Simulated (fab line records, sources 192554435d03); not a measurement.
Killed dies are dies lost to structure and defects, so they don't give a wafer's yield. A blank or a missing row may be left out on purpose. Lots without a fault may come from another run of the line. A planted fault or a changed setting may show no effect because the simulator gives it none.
fab line records | flow n5_finfet
record lots=24 wafers=72 last_day=18
route steps=1938 shown BEOL_M8@1370 BEOL_M9@1436 BEOL_M10@1474
lots that met no fault: from a run of the same line without faults
start_h: hours from the record's first day to the start of the lot's first wafer shown | wait_h: hours since the lot's step before | " the same as in the row above | L1.1+2: a row that stands for several wafers | - no value, or no start given | * or withheld: withheld | < > ~ a bound
route shown NAME@n: a module of which the file shows steps, and the number in the route of the first | usual: mean/standard deviation of fault-free wafers | same: alike in all rows | chamber/n: place in a boat | sites: the reading at each site | _std_site: their standard deviation | _edge_site: outer sites' mean less inner sites' | radius_mm: how far each site lies from the wafer's centre | mask NAME#n: copy n | behind: the tool/chamber that last shaped the wafer | hold: why the lot was held/for how many hours/how that ended | device: the transistor (n, p or np) that didn't switch | end of line: the same wafers' tests at the end of the route | a step without rows: its recipe alone | killed: dies lost to structure and defects at the first sort, not the wafer's yield | map: a wafer's dies, x killed, . not, _ none there
set.NAME: the setting as run; set.NAME@STEP: as run at that earlier step | model.NAME: the simulator's own value behind a step, which no gauge read
steps of the route over a sample of lots; a table a step, a row a wafer
services: from which hour (start_h, from the record's first day; less than 0 if before it) a tool's chamber was out of use, for how many hours, and why
## steps
# step N5_BEOL_M8_ETCH_65
# recipe chemistry=CF4 target=SiARC target_depth_a=156 mask_material=CAR-EUV time_s=26 ion_energy_ev=80 pressure_mtorr=40 source_w=545 bias_w=36 Ar_flow_sccm=100 cf4_flow_sccm=100 ends=cleared
# usual drypump_motor_current_A=5.8/0.34 etch_rf_on_time_s=26.2/0.47 oes_product_au=0.70/0.056 rf_vpp_V=184.2/1.1 showerhead_plenum_p_Torr=2.17/0.053 throttle_valve_pct=15.49/0.29
# columns lot.wafer tool chamber start_h wait_h drypump_motor_current_A etch_rf_on_time_s oes_product_au rf_hours_counter_h rf_vpp_V showerhead_plenum_p_Torr throttle_valve_pct
L074.2 rie_diel-02 1 202.71 0.0 5.5 26.7 0.61 215 185.4 2.22 16.09
L074.3 " 2 " " 6.1 26.3 0.74 52 185.1 2.16 15.14
L074.5 " 2 " " 6.1 26.3 0.73 - 185.7 2.16 15.14
L075.2 rie_diel-02 1 219.02 0.0 5.5 26.7 0.61 222 184.2 2.21 16.12
L075.4 " 3 " " 5.5 26.5 0.73 34 185.7 2.19 15.17
L075.6 " 1 " " 5.5 26.8 0.60 - 184.3 2.21 16.11
L077.1 rie_diel-01 3 219.52 0.0 5.3 25.2 0.74 40 186.4 2.27 15.71
L077.2 " 1 " " 6.1 26.5 0.79 9 185.3 2.09 15.30
L077.3 " 0 " " 6.0 25.3 0.73 62 185.7 2.25 15.48
L078.1 rie_diel-02 2 221.24 0.0 6.2 25.9 0.73 60 184.4 2.15 15.18
L078.2 " 3 " " 5.5 26.2 0.73 35 183.0 2.19 15.18
L078.5 " 3 " " 5.5 26.2 0.73 - 184.3 2.19 15.17
L076.3 rie_diel-02 2 225.12 0.0 6.2 26.1 0.73 61 183.9 2.15 15.15
L076.4 " 1 " " 5.5 26.5 0.60 224 186.8 2.21 16.10
L076.6 " 3 " " 5.5 26.5 0.72 - 184.4 2.18 15.19
L079.1 rie_diel-01 3 241.59 0.0 5.3 25.4 0.73 49 186.0 2.27 15.73
L079.3 " 1 " " 6.1 26.7 0.77 18 184.3 2.09 15.31
L079.5 " 1 " " 6.1 26.6 0.77 - 182.8 2.09 15.31
L080.4 rie_diel-02 2 242.01 0.0 6.2 26.4 0.72 66 185.2 2.15 15.18
L080.5 " 2 " " 6.2 26.3 0.73 - 183.1 2.15 15.18
L080.6 " 3 " " 5.5 26.4 0.72 - 183.3 2.18 15.19
L081.2 rie_diel-01 3 247.20 0.0 5.3 25.5 0.73 51 185.7 2.27 15.75
L081.3 " 0 " " 6.0 25.3 0.71 73 185.8 2.25 15.51
L081.4 " 2 " " 5.9 26.5 0.58 251 184.8 2.18 15.80
L082.3 rie_diel-06 0 249.22 0.0 6.2 25.4 0.73 50 183.1 2.09 15.69
L082.4 " 3 " " 5.4 26.9 0.57 231 184.0 2.12 16.01
L082.6 " 0 " " 6.2 25.4 0.73 - 183.2 2.09 15.68
L084.2 rie_diel-02 0 257.52 0.0 6.0 26.3 0.70 86 184.3 2.15 15.39
L084.3 " 3 " " 5.5 26.7 0.71 47 185.1 2.18 15.20
L084.6 " 2 " " 6.2 26.6 0.71 - 181.5 2.15 15.18
L083.1 rie_diel-01 0 271.90 0.0 6.0 25.5 0.70 83 185.7 2.25 15.52
L083.4 " 0 " " 6.0 25.6 0.69 - 185.3 2.25 15.50
L083.5 " 3 " " 5.3 25.4 0.71 - 185.0 2.27 15.75
L085.3 rie_diel-02 2 280.82 0.0 6.2 26.2 0.71 80 183.4 2.15 15.21
L085.5 " 1 " " 5.5 26.9 0.59 - 184.7 2.21 16.13
L085.6 " 0 " " 6.0 26.2 0.69 - 184.8 2.15 15.40
L088.1 rie_diel-01 2 294.63 0.0 5.9 26.4 0.83 6 185.1 2.18 15.30
L088.5 " 1 " " 6.1 26.9 0.74 - 181.8 2.08 15.36
L088.6 " 0 " " 6.0 25.6 0.70 - 183.9 2.24 15.54
L086.2 rie_diel-06 1 294.67 0.0 6.6 26.6 0.72 56 183.7 2.17 15.71
L086.3 " 2 " " 5.7 26.1 0.71 82 182.5 2.08 15.51
L086.6 " 3 " " 5.4 26.6 0.56 - 181.9 2.11 16.04
L087.1 rie_diel-02 3 294.76 0.0 5.5 26.7 0.69 60 183.6 2.18 15.22
L087.2 " 2 " " 6.2 26.4 0.70 84 183.5 2.15 15.22
L087.5 " 2 " " 6.1 26.2 0.71 - 183.8 2.15 15.19
L089.1 rie_diel-01 3 298.46 0.0 5.3 25.4 0.71 69 185.4 2.26 15.76
L089.2 " 0 " " 6.0 25.7 0.69 93 184.2 2.24 15.54
L089.6 " 3 " " 5.3 25.5 0.71 - 185.4 2.26 15.79
L090.1 rie_diel-02 3 304.03 0.0 5.5 26.4 0.70 63 185.2 2.18 15.23
L090.4 " 3 " " 5.5 26.4 0.69 - 184.1 2.18 15.21
L090.5 " 0 " " 6.0 26.1 0.69 - 182.9 2.15 15.42
L092.2 rie_diel-02 0 305.98 0.0 6.0 26.1 0.68 103 184.2 2.15 15.43
L092.3 " 2 " " 6.2 26.1 0.70 88 184.9 2.14 15.21
L092.6 " 0 " " 6.0 26.3 0.68 - 185.0 2.15 15.41
L091.1 rie_diel-06 0 313.83 0.0 6.2 25.4 0.71 74 184.0 2.08 15.74
L091.4 " 0 " " 6.2 25.3 0.71 - 182.6 2.08 15.73
L091.5 " 2 " " 5.7 26.1 0.70 - 184.0 2.08 15.53
L093.2 rie_diel-06 1 324.38 0.0 6.5 26.1 0.72 67 184.5 2.16 15.74
L093.5 " 2 " " 5.7 25.9 0.70 - 183.3 2.08 15.54
L093.6 " 1 " " 6.6 26.3 0.71 - 183.1 2.16 15.76
L095.3 rie_diel-01 2 339.84 0.0 5.9 26.0 0.80 21 184.8 2.18 15.36
L095.5 " 2 " " 5.9 26.0 0.79 - 185.3 2.17 15.34
L095.6 " 3 " " 5.3 25.4 0.69 - 185.7 2.26 15.82
L094.2 rie_diel-02 3 340.07 0.0 5.5 26.4 0.68 77 185.0 2.17 15.28
L094.3 " 1 " " 5.5 26.0 0.81 8 186.1 2.20 15.71
L094.4 " 2 " " 6.2 26.2 0.69 102 184.4 2.14 15.25
L097.2 rie_diel-02 2 341.34 0.0 6.2 26.1 0.69 103 183.3 2.14 15.24
L097.4 " 0 " " 6.0 26.3 0.66 117 183.9 2.14 15.45
L097.5 " 1 " " 5.5 26.5 0.80 - 182.9 2.20 15.71
L096.3 rie_diel-02 3 346.57 0.0 5.5 26.2 0.68 79 185.2 2.17 15.27
L096.4 " 2 " " 6.2 25.7 0.70 105 184.0 2.14 15.25
L096.5 " 3 " " 5.5 26.2 0.69 - 183.4 2.17 15.28
# step N5_BEOL_M8_TRENCH_ETCH_37
# recipe chemistry=C4F6/O2 target_depth_a=934.78 target=SiCOH_lowk time_s=31.2 ion_energy_ev=250 pressure_mtorr=30 source_w=345 bias_w=185 Ar_flow_sccm=300 C4F6_flow_sccm=10 O2_flow_sccm=10
# usual drypump_motor_current_A=5.8/0.33 oes_product_au=0.83/0.067 rf_vpp_V=674/13 showerhead_plenum_p_Torr=2.88/0.067 throttle_valve_pct=20.83/0.28
# columns lot.wafer tool chamber start_h wait_h drypump_motor_current_A oes_product_au rf_hours_counter_h rf_vpp_V showerhead_plenum_p_Torr throttle_valve_pct
L074.2 rie_diel-02 1 - - 5.5 0.71 216 666 2.94 21.36
L074.3 " 2 " " 6.1 0.87 52 698 2.87 20.46
L074.5 " 2 " " 6.2 0.88 - 698 2.87 20.46
L075.2 rie_diel-02 1 - - 5.5 0.71 222 664 2.94 21.36
L075.4 " 3 " " 5.5 0.87 34 661 2.91 20.55
L075.6 " 1 " " 5.5 0.71 - 665 2.94 21.38
L077.1 rie_diel-01 3 - - 5.3 0.87 40 668 3.01 21.08
L077.2 " 1 " " 6.0 0.93 9 682 2.79 20.68
L077.3 " 0 " " 6.0 0.84 62 665 2.98 20.71
L078.1 rie_diel-02 2 - - 6.2 0.88 60 698 2.87 20.48
L078.2 " 3 " " 5.5 0.86 35 659 2.91 20.55
L078.5 " 3 " " 5.5 0.86 - 662 2.91 20.55
L076.3 rie_diel-02 2 - - 6.2 0.86 61 698 2.87 20.47
L076.4 " 1 " " 5.5 0.71 224 663 2.94 21.38
L076.6 " 3 " " 5.5 0.85 - 660 2.91 20.56
L079.1 rie_diel-01 3 - - 5.3 0.85 49 667 3.01 21.09
L079.3 " 1 " " 6.1 0.91 18 684 2.79 20.73
L079.5 " 1 " " 6.1 0.91 - 682 2.79 20.69
L080.4 rie_diel-02 2 - - 6.2 0.86 66 699 2.86 20.48
L080.5 " 2 " " 6.2 0.85 - 699 2.86 20.47
L080.6 " 3 " " 5.5 0.85 - 658 2.91 20.56
L081.2 rie_diel-01 3 - - 5.3 0.85 51 666 3.01 21.10
L081.3 " 0 " " 6.0 0.82 73 665 2.97 20.73
L081.4 " 2 " " 5.9 0.68 251 678 2.92 21.10
L082.3 rie_diel-06 0 - - 6.2 0.86 50 675 2.78 21.10
L082.4 " 3 " " 5.4 0.67 231 681 2.81 21.29
L082.6 " 0 " " 6.2 0.86 - 676 2.78 21.07
L084.2 rie_diel-02 0 - - 6.0 0.82 86 672 2.87 20.74
L084.3 " 3 " " 5.5 0.84 48 659 2.90 20.58
L084.6 " 2 " " 6.2 0.84 - 699 2.86 20.50
L083.1 rie_diel-01 0 - - 6.0 0.82 83 664 2.97 20.72
L083.4 " 0 " " 6.0 0.81 - 664 2.97 20.73
L083.5 " 3 " " 5.3 0.84 - 666 3.00 21.09
L085.3 rie_diel-02 2 - - 6.2 0.84 80 698 2.86 20.50
L085.5 " 1 " " 5.5 0.69 - 663 2.93 21.40
L085.6 " 0 " " 6.0 0.81 - 672 2.87 20.73
L088.1 rie_diel-01 2 - - 5.9 0.97 6 679 2.91 20.76
L088.5 " 1 " " 6.1 0.87 - 682 2.78 20.73
L088.6 " 0 " " 6.0 0.80 - 666 2.96 20.75
L086.2 rie_diel-06 1 - - 6.5 0.85 56 678 2.88 21.06
L086.3 " 2 " " 5.7 0.84 82 670 2.77 20.86
L086.6 " 3 " " 5.4 0.65 - 680 2.80 21.30
L087.1 rie_diel-02 3 - - 5.5 0.81 60 659 2.90 20.59
L087.2 " 2 " " 6.2 0.83 84 698 2.86 20.51
L087.5 " 2 " " 6.2 0.83 - 698 2.86 20.51
L089.1 rie_diel-01 3 - - 5.3 0.83 69 668 3.00 21.14
L089.2 " 0 " " 6.0 0.81 93 664 2.96 20.76
L089.6 " 3 " " 5.3 0.84 - 667 3.00 21.12
L090.1 rie_diel-02 3 - - 5.5 0.81 63 660 2.90 20.60
L090.4 " 3 " " 5.6 0.82 - 659 2.90 20.58
L090.5 " 0 " " 6.0 0.80 - 670 2.86 20.74
L092.2 rie_diel-02 0 - - 6.0 0.80 103 670 2.86 20.76
L092.3 " 2 " " 6.2 0.84 88 697 2.85 20.52
L092.6 " 0 " " 6.0 0.80 - 670 2.86 20.75
L091.1 rie_diel-06 0 - - 6.2 0.83 74 675 2.76 21.12
L091.4 " 0 " " 6.2 0.84 - 676 2.76 21.14
L091.5 " 2 " " 5.7 0.82 - 669 2.76 20.87
L093.2 rie_diel-06 1 - - 6.5 0.84 68 680 2.87 21.09
L093.5 " 2 " " 5.7 0.81 - 670 2.76 20.88
L093.6 " 1 " " 6.5 0.83 - 679 2.87 21.09
L095.3 rie_diel-01 2 - - 5.9 0.94 21 678 2.91 20.79
L095.5 " 2 " " 5.9 0.93 - 678 2.91 20.79
L095.6 " 3 " " 5.3 0.81 - 668 2.99 21.15
L094.2 rie_diel-02 3 - - 5.5 0.80 77 659 2.89 20.63
L094.3 " 1 " " 5.5 0.94 8 664 2.92 21.14
L094.4 " 2 " " 6.2 0.82 103 699 2.85 20.54
L097.2 rie_diel-02 2 - - 6.2 0.82 103 698 2.85 20.54
L097.4 " 0 " " 6.0 0.78 117 671 2.86 20.78
L097.5 " 1 " " 5.5 0.94 - 665 2.92 21.14
L096.3 rie_diel-02 3 - - 5.5 0.80 79 659 2.89 20.61
L096.4 " 2 " " 6.2 0.81 105 697 2.85 20.53
L096.5 " 3 " " 5.5 0.80 - 659 2.89 20.60
# step N5_BEOL_M9_INSPECT_30
# recipe mode=adi inspect_instrument=brightfield
# usual raw_defect_count=407/94
# columns lot.wafer tool chamber start_h wait_h raw_defect_count
L074.2 defect_inspect-02 - 209.31 0.0 538
L074.3 " - " " 476
L074.5 " - " " 438
L075.2 defect_inspect-01 - 226.17 0.0 503
L075.4 " - " " 438
L075.6 " - " " 457
L077.1 defect_inspect-01 - 229.19 0.1 554
L077.2 " - " " 553
L077.3 " - " " 592
L078.1 defect_inspect-02 - 229.36 0.1 352
L078.2 " - " " 337
L078.5 " - " " 351
L076.3 defect_inspect-01 - 232.13 0.0 449
L076.4 " - " " 433
L076.6 " - " " 545
L079.1 defect_inspect-01 - 249.12 0.1 558
L079.3 " - " " 633
L079.5 " - " " 557
L080.4 defect_inspect-01 - 249.51 0.0 427
L080.5 " - " " 539
L080.6 " - " " 530
L081.2 defect_inspect-01 - 253.47 0.0 324
L081.3 " - " " 227
L081.4 " - " " 371
L082.3 defect_inspect-02 - 257.47 0.0 409
L082.4 " - " " 369
L082.6 " - " " 364
L084.2 defect_inspect-01 - 271.68 0.0 535
L084.3 " - " " 506
L084.6 " - " " 515
L083.1 defect_inspect-02 - 281.64 0.1 290
L083.4 " - " " 405
L083.5 " - " " 204
L085.3 defect_inspect-01 - 291.26 0.0 405
L085.5 " - " " 332
L085.6 " - " " 380
L088.1 defect_inspect-01 - 300.61 0.1 361
L088.5 " - " " 407
L088.6 " - " " 481
L087.1 defect_inspect-01 - 303.77 0.1 381
L087.2 " - " " 353
L087.5 " - " " 495
L086.2 defect_inspect-02 - 303.82 0.0 313
L086.3 " - " " 287
L086.6 " - " " 247
L089.1 defect_inspect-01 - 306.16 0.1 355
L089.2 " - " " 447
L089.6 " - " " 403
L090.1 defect_inspect-01 - 312.84 0.1 600
L090.4 " - " " 471
L090.5 " - " " 575
L092.2 defect_inspect-02 - 313.20 0.0 321
L092.3 " - " " 432
L092.6 " - " " 535
L091.1 defect_inspect-01 - 324.07 0.1 301
L091.4 " - " " 327
L091.5 " - " " 384
L093.2 defect_inspect-02 - 331.50 0.0 389
L093.5 " - " " 266
L093.6 " - " " 342
L094.2 defect_inspect-01 - 346.21 0.0 465
L094.3 " - " " 431
L094.4 " - " " 370
L095.3 defect_inspect-02 - 346.39 0.1 323
L095.5 " - " " 411
L095.6 " - " " 260
L097.2 defect_inspect-02 - 348.56 0.0 365
L097.4 " - " " 443
L097.5 " - " " 450
L096.3 defect_inspect-02 - 353.46 0.0 334
L096.4 " - " " 291
L096.5 " - " " 481
# step N5_BEOL_M9_DESCUM_33
# recipe chemistry=O2 time_s=7 source_power_w=50 bias_power_w=20 pressure_mtorr=20 rf_frequency_hz=2.712e+07 temp_c=40 resist=CAR-EUV o2_flow_sccm=225
# usual drypump_motor_current_A=5.6/0.44 oes_product_au=0.79/0.084 rf_vpp_V=243.0/1.6 showerhead_plenum_p_Torr=2.08/0.081 throttle_valve_pct=20.4/0.31
# columns lot.wafer tool chamber start_h wait_h drypump_motor_current_A oes_product_au rf_hours_counter_h rf_vpp_V showerhead_plenum_p_Torr throttle_valve_pct
L074.2 rie_diel-04 1 209.39 0.1 5.0 0.67 243 242.5 2.04 20.4
L074.3 " 0 " " 6.3 0.84 54 244.4 2.02 20.5
L074.5 " 1 " " 5.0 0.67 - 241.9 2.04 20.4
L075.2 rie_diel-03 0 226.20 0.0 5.8 0.70 189 245.6 2.20 21.0
L075.4 " 2 " " 6.0 0.70 230 240.3 1.98 20.4
L075.6 " 0 " " 5.8 0.70 - 244.5 2.20 21.1
L077.1 rie_diel-03 2 229.56 0.4 6.0 0.71 231 241.2 1.98 20.4
L077.2 " 1 " " 4.9 0.93 19 243.5 2.14 20.3
L077.3 " 0 " " 5.8 0.70 190 244.9 2.19 21.1
L078.1 rie_diel-04 3 229.61 0.2 5.4 0.84 48 246.3 2.23 20.0
L078.2 " 1 " " 5.1 0.67 249 242.6 2.04 20.4
L078.5 " 0 " " 6.3 0.84 - 241.7 2.02 20.5
L076.3 rie_diel-03 1 232.17 0.0 4.9 0.92 20 243.8 2.14 20.4
L076.4 " 0 " " 5.8 0.70 191 244.9 2.19 21.1
L076.6 " 2 " " 6.0 0.70 - 241.8 1.98 20.4
L079.1 rie_diel-03 0 249.15 0.0 5.8 0.71 197 244.7 2.19 21.1
L079.3 " 3 " " 5.9 0.87 46 244.9 2.12 20.3
L079.5 " 3 " " 6.0 0.87 - 243.3 2.12 20.3
L080.4 rie_diel-03 1 249.58 0.1 4.9 0.90 26 243.8 2.14 20.4
L080.5 " 1 " " 4.9 0.91 - 245.2 2.14 20.4
L080.6 " 2 " " 5.9 0.69 - 241.1 1.98 20.4
L081.2 rie_diel-05 0 253.50 0.0 6.0 0.90 48 243.2 2.05 20.0
L081.3 " 2 " " 5.8 0.73 160 242.8 2.11 20.8
L081.4 " 2 " " 5.8 0.72 - 244.7 2.11 20.8
L082.3 rie_diel-04 2 258.11 0.6 5.0 0.72 198 240.7 1.98 20.4
L082.4 " 3 " " 5.4 0.83 58 244.4 2.23 20.0
L082.6 " 2 " " 5.0 0.71 - 242.8 1.98 20.4
L084.2 rie_diel-04 2 271.71 0.0 5.0 0.72 201 240.7 1.98 20.4
L084.3 " 3 " " 5.4 0.83 61 243.5 2.23 20.0
L084.6 " 1 " " 5.0 0.94 - 242.1 2.03 20.1
L083.1 rie_diel-03 3 281.68 0.0 5.9 0.86 55 243.5 2.12 20.3
L083.4 " 0 " " 5.8 0.69 205 243.4 2.19 21.1
L083.5 " 1 " " 4.9 0.89 - 244.4 2.14 20.4
L085.3 rie_diel-04 2 291.29 0.0 5.0 0.71 208 240.8 1.98 20.4
L085.5 " 1 " " 5.0 0.92 - 242.5 2.03 20.1
L085.6 " 2 " " 5.0 0.71 - 240.7 1.98 20.4
L088.1 rie_diel-04 3 300.75 0.1 5.4 0.82 70 246.5 2.22 20.0
L088.5 " 1 " " 5.0 0.91 - 243.5 2.03 20.1
L088.6 " 2 " " 5.0 0.72 - 240.6 1.98 20.4
L087.1 rie_diel-03 1 303.81 0.0 4.9 0.87 44 241.9 2.13 20.4
L087.2 " 3 " " 5.9 0.84 63 244.2 2.12 20.3
L087.5 " 1 " " 4.9 0.87 - 245.5 2.13 20.4
L086.2 rie_diel-05 1 303.85 0.0 5.5 0.72 199 241.4 2.00 20.3
L086.3 " 2 " " 5.8 0.72 175 242.4 2.11 20.8
L086.6 " 0 " " 6.0 0.88 - 241.9 2.04 20.1
L089.1 rie_diel-03 1 306.20 0.0 4.9 0.87 46 244.6 2.13 20.4
L089.2 " 3 " " 5.9 0.85 65 244.0 2.12 20.3
L089.6 " 1 " " 4.9 0.87 - 242.4 2.13 20.4
L090.1 rie_diel-05 2 312.87 0.0 5.8 0.71 179 243.9 2.10 20.8
L090.4 " 1 " " 5.5 0.72 203 242.4 2.00 20.3
L090.5 " 1 " " 5.5 0.72 - 240.1 2.00 20.3
L092.2 rie_diel-03 0 313.25 0.1 5.8 0.68 217 244.0 2.19 21.1
L092.3 " 3 " " 5.9 0.83 67 244.0 2.12 20.3
L092.6 " 0 " " 5.8 0.68 - 244.9 2.18 21.1
L091.1 rie_diel-05 3 324.11 0.0 5.4 0.79 116 244.2 2.12 20.7
L091.4 " 2 " " 5.8 0.70 182 241.8 2.10 20.8
L091.5 " 3 " " 5.4 0.79 - 243.3 2.12 20.7
L093.2 rie_diel-05 1 331.53 0.0 5.5 0.70 209 243.3 2.00 20.3
L093.5 " 1 " " 5.5 0.71 - 241.4 2.00 20.3
L093.6 " 2 " " 5.8 0.71 - 242.1 2.10 20.8
L094.2 rie_diel-04 2 346.24 0.0 5.0 0.71 221 240.7 1.98 20.4
L094.3 " 1 " " 5.0 0.89 31 240.4 2.02 20.1
L094.4 " 3 " " 5.4 0.81 86 246.3 2.22 20.0
L095.3 rie_diel-04 0 346.67 0.3 6.3 0.79 98 242.8 2.01 20.6
L095.5 " 3 " " 5.4 0.79 - 244.3 2.22 20.0
L095.6 " 2 " " 5.0 0.70 - 240.7 1.98 20.4
L097.2 rie_diel-04 1 348.72 0.2 5.1 0.88 32 242.4 2.02 20.1
L097.4 " 3 " " 5.4 0.79 87 244.4 2.22 20.0
L097.5 " 2 " " 5.0 0.71 - 241.0 1.98 20.4
L096.3 rie_diel-05 2 353.56 0.1 5.7 0.70 191 241.0 2.10 20.8
L096.4 " 0 " " 6.1 0.85 81 241.1 2.03 20.1
L096.5 " 3 " " 5.4 0.77 - 243.9 2.11 20.7
# step N5_BEOL_M10_HM_DEP_02
# recipe material=TiN target_thk_a=200 temp_c=25 chamber_pressure_pa=0.49996
# usual substrate_temp_c=25.00/0.096 throttle_valve_pct=29.9/1.1
# columns lot.wafer tool chamber start_h wait_h substrate_temp_c throttle_valve_pct
L074.2 pvd_sputter-01 - 216.07 1.7 25.12 32.3
L074.3 " - " " 24.90 28.9
L074.5 " - " " 25.01 29.0
L075.2 pvd_sputter-01 - 232.72 1.2 24.95 31.0
L075.4 " - " " 25.00 30.0
L075.6 " - " " 25.08 28.8
L077.1 pvd_sputter-03 - 236.76 2.9 24.94 29.2
L077.2 " - " " 24.88 30.5
L077.3 " - " " 25.06 29.5
L078.1 pvd_sputter-03 - 236.86 2.6 25.00 29.0
L078.2 " - " " 24.99 29.2
L078.5 " - " " 24.96 30.7
L076.3 pvd_sputter-03 - 237.64 1.7 25.04 28.9
L076.4 " - " " 25.04 30.4
L076.6 " - " " 25.03 28.9
L079.1 pvd_sputter-01 - 254.43 1.2 25.22 31.0
L079.3 " - " " 25.17 30.1
L079.5 " - " " 24.93 32.1
L080.4 pvd_sputter-02 - 257.94 1.3 24.97 29.0
L080.5 " - " " 24.90 28.1
L080.6 " - " " 25.01 29.5
L081.2 pvd_sputter-03 - 258.07 0.3 25.24 30.2
L081.3 " - " " 25.08 29.2
L081.4 " - " " 25.09 28.8
L082.3 pvd_sputter-01 - 267.34 3.2 24.97 30.1
L082.4 " - " " 24.90 29.2
L082.6 " - " " 24.91 29.8
L084.2 pvd_sputter-03 - 277.88 2.1 25.06 30.4
L084.3 " - " " 24.98 29.5
L084.6 " - " " 25.14 29.1
L083.1 pvd_sputter-01 - 286.92 1.4 25.11 29.9
L083.4 " - " " 24.93 32.3
L083.5 " - " " 25.04 29.0
L085.3 pvd_sputter-02 - 295.60 0.5 25.27 28.9
L085.5 " - " " 25.05 29.5
L085.6 " - " " 25.20 29.2
L088.1 pvd_sputter-02 - 306.72 1.0 25.06 29.2
L088.5 " - " " 24.97 29.3
L088.6 " - " " 25.00 28.1
L087.1 pvd_sputter-01 - 310.07 1.8 24.96 30.2
L087.2 " - " " 25.14 32.1
L087.5 " - " " 25.12 32.4
L086.2 pvd_sputter-01 - 310.17 1.9 25.01 29.9
L086.3 " - " " 25.07 29.4
L086.6 " - " " 25.15 32.1
L089.1 pvd_sputter-01 - 313.69 2.1 25.23 29.7
L089.2 " - " " 24.87 32.1
L089.6 " - " " 24.88 29.1
L090.1 pvd_sputter-03 - 317.28 0.7 24.91 29.0
L090.4 " - " " 25.02 30.6
L090.5 " - " " 25.04 29.3
L092.2 pvd_sputter-02 - 319.51 2.3 25.10 28.8
L092.3 " - " " 25.00 28.0
L092.6 " - " " 24.93 29.3
L091.1 pvd_sputter-01 - 329.19 1.6 24.98 32.2
L091.4 " - " " 25.11 30.8
L091.5 " - " " 24.98 28.9
L093.2 pvd_sputter-02 - 336.39 1.1 24.96 29.1
L093.5 " - " " 24.94 29.0
L093.6 " - " " 24.95 28.2
L094.2 pvd_sputter-01 - 351.70 1.9 24.93 32.1
L094.3 " - " " 24.90 30.8
L094.4 " - " " 24.90 29.6
L095.3 pvd_sputter-01 - 352.70 1.9 25.01 30.1
L095.5 " - " " 24.96 29.8
L095.6 " - " " 24.85 29.1
L097.2 pvd_sputter-01 - 354.76 0.5 24.99 30.2
L097.4 " - " " 24.99 30.9
L097.5 " - " " 24.93 30.2
L096.3 pvd_sputter-03 - 360.65 1.9 24.87 29.2
L096.4 " - " " 25.16 29.3
L096.5 " - " " 24.79 29.0
# step N5_BEOL_M10_OVL_MEAS_29
# recipe points_per_wafer=44
# usual V9_OVL=0.2/0.87
# columns lot.wafer tool chamber start_h wait_h V9_OVL[nm]
L074.2 overlay-02 0 219.09 0.0 1.2
L074.3 " 0 " " 1.2
L074.5 " 0 " " -0.1
L075.2 overlay-02 0 236.04 0.0 -0.2
L075.4 " 0 " " -0.6
L075.6 " 0 " " -1.4
L078.1 overlay-02 0 240.98 0.0 -0.2
L078.2 " 0 " " 0.4
L078.5 " 0 " " 0.5
L077.1 overlay-01 0 241.02 0.0 0.5
L077.2 " 0 " " -0.8
L077.3 " 0 " " 0.4
L076.3 overlay-01 0 241.06 0.0 -0.4
L076.4 " 0 " " 0.5
L076.6 " 0 " " -0.2
L079.1 overlay-01 0 257.29 0.0 1.1
L079.3 " 0 " " 2.0
L079.5 " 0 " " 1.0
L081.2 overlay-01 0 260.12 0.0 0.9
L081.3 " 0 " " 1.7
L081.4 " 0 " " 1.2
L080.4 overlay-02 0 260.29 0.0 0.6
L080.5 " 0 " " 1.1
L080.6 " 0 " " 0.6
L082.3 overlay-02 0 271.47 0.0 -0.6
L082.4 " 0 " " 0.1
L082.6 " 0 " " -1.3
L084.2 overlay-01 0 280.78 0.0 1.4
L084.3 " 0 " " 0.2
L084.6 " 0 " " 0.3
L083.1 overlay-01 0 288.44 0.0 -1.9
L083.4 " 0 " " 0.6
L083.5 " 0 " " -0.8
L085.3 overlay-02 0 297.98 0.0 1.6
L085.5 " 0 " " 0.7
L085.6 " 0 " " 1.0
L088.1 overlay-01 0 309.99 0.0 0.9
L088.5 " 0 " " 0.1
L088.6 " 0 " " -0.4
L086.2 overlay-02 0 312.98 0.0 0.5
L086.3 " 0 " " -0.9
L086.6 " 0 " " 0.3
L087.1 overlay-02 0 313.15 0.0 1.5
L087.2 " 0 " " 1.1
L087.5 " 0 " " -0.5
L089.1 overlay-01 0 315.73 0.0 0.6
L089.2 " 0 " " -0.3
L089.6 " 0 " " 0.4
L090.1 overlay-02 0 318.90 0.0 0.2
L090.4 " 0 " " -1.4
L090.5 " 0 " " 0.0
L092.2 overlay-01 0 320.86 0.0 -1.3
L092.3 " 0 " " 0.4
L092.6 " 0 " " 0.1
L091.1 overlay-02 0 331.58 0.0 0.9
L091.4 " 0 " " -0.2
L091.5 " 0 " " -0.1
L093.2 overlay-02 0 337.84 0.0 1.5
L093.5 " 0 " " 0.4
L093.6 " 0 " " 0.6
L094.2 overlay-02 0 353.18 0.0 1.4
L094.3 " 0 " " 1.0
L094.4 " 0 " " 1.7
L095.3 overlay-02 0 356.27 0.0 0.8
L095.5 " 0 " " -0.1
L095.6 " 0 " " 0.0
L097.2 overlay-01 0 356.43 0.0 -1.2
L097.4 " 0 " " -1.1
L097.5 " 0 " " -0.5
L096.3 overlay-02 0 362.55 0.0 -0.9
L096.4 " 0 " " -0.4
L096.5 " 0 " " -1.1
## services
# columns tool chamber start_h hours kind
rie_diel-01 - 189.34 0.3 repair
rie_diel-04 - 199.56 1.0 repair
rie_diel-01 2 218.92 9.9 repair
rie_diel-02 0 219.88 3.8 repair
rie_diel-04 1 231.91 - clean
rie_diel-04 1 231.91 - consumable_replace:focus_ring
rie_diel-04 1 231.91 14.9 scheduled_down
rie_diel-05 - 243.98 0.4 repair
rie_diel-05 1 248.26 8.4 repair
rie_diel-01 2 254.45 7.3 repair
rie_diel-01 2 261.77 - clean
rie_diel-01 2 261.77 - consumable_replace:focus_ring
rie_diel-01 2 261.77 11.2 scheduled_down
rie_diel-01 2 261.77 11.2 vent_cycle
rie_diel-05 - 265.91 4.3 pm
rie_diel-05 - 283.06 1.3 repair
rie_diel-02 1 302.20 - clean
rie_diel-02 1 302.20 - consumable_replace:focus_ring
rie_diel-02 1 302.20 17.0 scheduled_down
rie_diel-02 1 302.20 17.0 vent_cycle
rie_diel-04 2 310.40 11.5 repair
rie_diel-01 2 315.73 7.1 repair
rie_diel-02 3 350.59 13.3 repair
rie_diel-05 0 359.28 1.5 repair
## key
fault none
